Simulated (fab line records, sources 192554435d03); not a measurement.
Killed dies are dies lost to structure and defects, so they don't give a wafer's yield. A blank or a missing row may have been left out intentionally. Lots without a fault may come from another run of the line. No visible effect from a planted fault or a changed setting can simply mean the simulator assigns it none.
Chamber matching    flow n5-finfet    N5_BEOL_M5_STRIP_36 on rie-diel-06: 4 sister chambers
The step strips in N2/H2. 22 wafers are shown with their chamber, then 11 later ones without.

== WAFERS PAIRED WITH THEIR CHAMBERS ==
wafer   chamber  showerhead-plenum-p-Torr (Torr)  drypump-motor-current-A (A)  throttle-valve-pct (%)
L075.1  3        2.47                             5.9                          23.41
L075.2  0        2.49                             5.8                          23.18
L075.3  2        2.52                             5.7                          23.43
L075.4  1        2.68                             6.6                          23.70
L075.5  0        2.49                             5.8                          23.14
L075.6  1        2.68                             6.6                          23.69
L076.1  2        2.51                             5.6                          23.41
L076.3  1        2.68                             6.7                          23.71
L076.5  0        2.48                             5.8                          23.15
L078.1  3        2.47                             5.9                          23.43
L078.3  1        2.68                             6.6                          23.74
L078.5  1        2.68                             6.6                          23.73
L082.2  1        2.68                             6.6                          23.72
L082.3  3        2.46                             5.9                          23.41
L082.6  3        2.46                             5.9                          23.46
L083.1  0        2.48                             5.8                          23.17
L083.2  3        2.46                             5.9                          23.47
L083.3  2        2.51                             5.7                          23.46
L083.4  1        2.68                             6.6                          23.72
L083.5  2        2.51                             5.7                          23.48
L083.6  3        2.46                             5.9                          23.43
L085.2  2        2.51                             5.7                          23.47

SIGNATURES, as means of the wafers listed above
reading                   chamber 0  chamber 1  chamber 2  chamber 3  scatter within a chamber
showerhead-plenum-p-Torr  2.4850     2.6800     2.5120     2.4633     0.00417
drypump-motor-current-A   5.800      6.614      5.680      5.900      0.0303
throttle-valve-pct        23.1600    23.7157    23.4500    23.4350    0.0228
Rule: for each reading, subtract the chamber's mean from the wafer's reading, divide by that reading's scatter and square the result; add these up over the readings and take the root, which gives the wafer's distance from the chamber. If the next closest chamber is less than 2 further off than the closest, the wafer can't be placed; otherwise it belongs to the closest. The scatter: the root of (the sum of the squares of (reading less its chamber's mean) over the shown wafers, divided by (wafers less chambers)).

== WAFERS MISSING THEIR CHAMBER ==
wafer   showerhead-plenum-p-Torr (Torr)  drypump-motor-current-A (A)  throttle-valve-pct (%)
L085.4  2.46                             5.9                          23.44
L085.5  2.48                             5.8                          23.19
L087.1  2.68                             6.7                          23.72
L087.2  2.46                             5.9                          23.44
L087.3  2.51                             5.6                          23.48
L097.2  2.45                             5.9                          23.45
L097.3  2.47                             5.8                          23.22
L097.6  2.45                             5.9                          23.47
L094.1  2.45                             5.9                          23.42
L094.4  2.47                             5.8                          23.19
L094.6  2.45                             5.9                          23.48

== THE CHAMBER EACH PASSED THROUGH ==
wafer   from the rows above  in truth
L085.4  3                    3
L085.5  0                    0
L087.1  1                    1
L087.2  3                    3
L087.3  2                    2
L097.2  3                    3
L097.3  0                    0
L097.6  3                    3
L094.1  3                    3
L094.4  0                    0
L094.6  3                    3
11 of 11 placed correctly. Number that these rows cannot place: 0. 0 placed wrongly.
